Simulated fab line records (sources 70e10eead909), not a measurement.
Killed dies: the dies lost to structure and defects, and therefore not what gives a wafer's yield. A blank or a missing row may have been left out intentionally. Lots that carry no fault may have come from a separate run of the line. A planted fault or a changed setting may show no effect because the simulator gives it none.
Matching of chambers + flow nand harc + rie diel-11 running NHARC_THIN_TSV_ETCH_44: 4 sister chambers
The step etches the open film in CF4/O2, target depth 1594.2 nm, time 797.1 s. 14 wafers are shown with their chamber, then 7 later ones without.

## WAFERS PAIRED WITH THEIR CHAMBERS
| wafer  | chamber | rf vpp V (V) | oes product au (a.u.) | throttle valve pct (%) |
|--------|---------|--------------|-----------------------|------------------------|
| L168.1 | 2       | 800          | 1.023                 | 16.909                 |
| L168.3 | 3       | 800          | 1.020                 | 16.914                 |
| L168.4 | 1       | 788          | 1.018                 | 16.915                 |
| L169.1 | 0       | 798          | 1.016                 | 16.899                 |
| L169.4 | 2       | 802          | 1.028                 | 16.947                 |
| L169.5 | 3       | 802          | 1.019                 | 16.907                 |
| L170.2 | 0       | 797          | 0.998                 | 16.908                 |
| L170.3 | 2       | 802          | 1.023                 | 16.898                 |
| L170.5 | 2       | 804          | 1.017                 | 16.913                 |
| L172.1 | 3       | 802          | 1.023                 | 16.904                 |
| L172.5 | 3       | 801          | 1.027                 | 16.903                 |
| L172.6 | 0       | 797          | 1.016                 | 16.917                 |
| L176.1 | 0       | 797          | 1.013                 | 16.904                 |
| L176.4 | 3       | 801          | 1.008                 | 16.904                 |

SIGNATURES (averages over the wafers above)
| reading            | chamber 0 | chamber 1 | chamber 2 | chamber 3 | scatter within a chamber |
|--------------------|-----------|-----------|-----------|-----------|--------------------------|
| rf vpp V           | 797.25    | 788.00    | 802.00    | 801.20    | 1.07                     |
| oes product au     | 1.01075   | 1.01800   | 1.02275   | 1.01940   | 0.00696                  |
| throttle valve pct | 16.90700  | 16.91500  | 16.91675  | 16.90640  | 0.0126                   |
Rule: for each reading, subtract the chamber's mean from the wafer's reading, divide by that reading's scatter and square the result; add these up over the readings and take the root, which gives the wafer's distance from the chamber. The wafer belongs to the nearest chamber; if the next one is less than 2 further off, it can't be placed. The scatter: take each reading less its chamber's mean, square it, sum over the shown wafers, divide by the number of wafers less the number of chambers, and take the root.

## WAFERS WITH NO CHAMBER GIVEN
| wafer  | rf vpp V (V) | oes product au (a.u.) | throttle valve pct (%) |
|--------|--------------|-----------------------|------------------------|
| L176.6 | 789          | 0.996                 | 16.916                 |
| L178.2 | 788          | 1.006                 | 16.917                 |
| L178.3 | 800          | 1.017                 | 16.906                 |
| L178.4 | 788          | 1.003                 | 16.933                 |
| L177.1 | 801          | 1.009                 | 16.923                 |
| L177.3 | 790          | 0.997                 | 16.933                 |
| L177.6 | 799          | 0.999                 | 16.903                 |

## CHAMBER TAKEN BY EACH
| wafer  | from the rows above          | in truth |
|--------|------------------------------|----------|
| L176.6 | 1                            | 1        |
| L178.2 | 1                            | 1        |
| L178.3 | can't be placed: 3 or 2 or 0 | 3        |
| L178.4 | 1                            | 1        |
| L177.1 | can't be placed: 3 or 2 or 0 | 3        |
| L177.3 | 1                            | 1        |
| L177.6 | can't be placed: 0 or 3      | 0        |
4 of 7 placed correctly. From these rows, 3 cannot be placed; in 3 the true chamber is one of the candidates. Wrongly placed: 0.
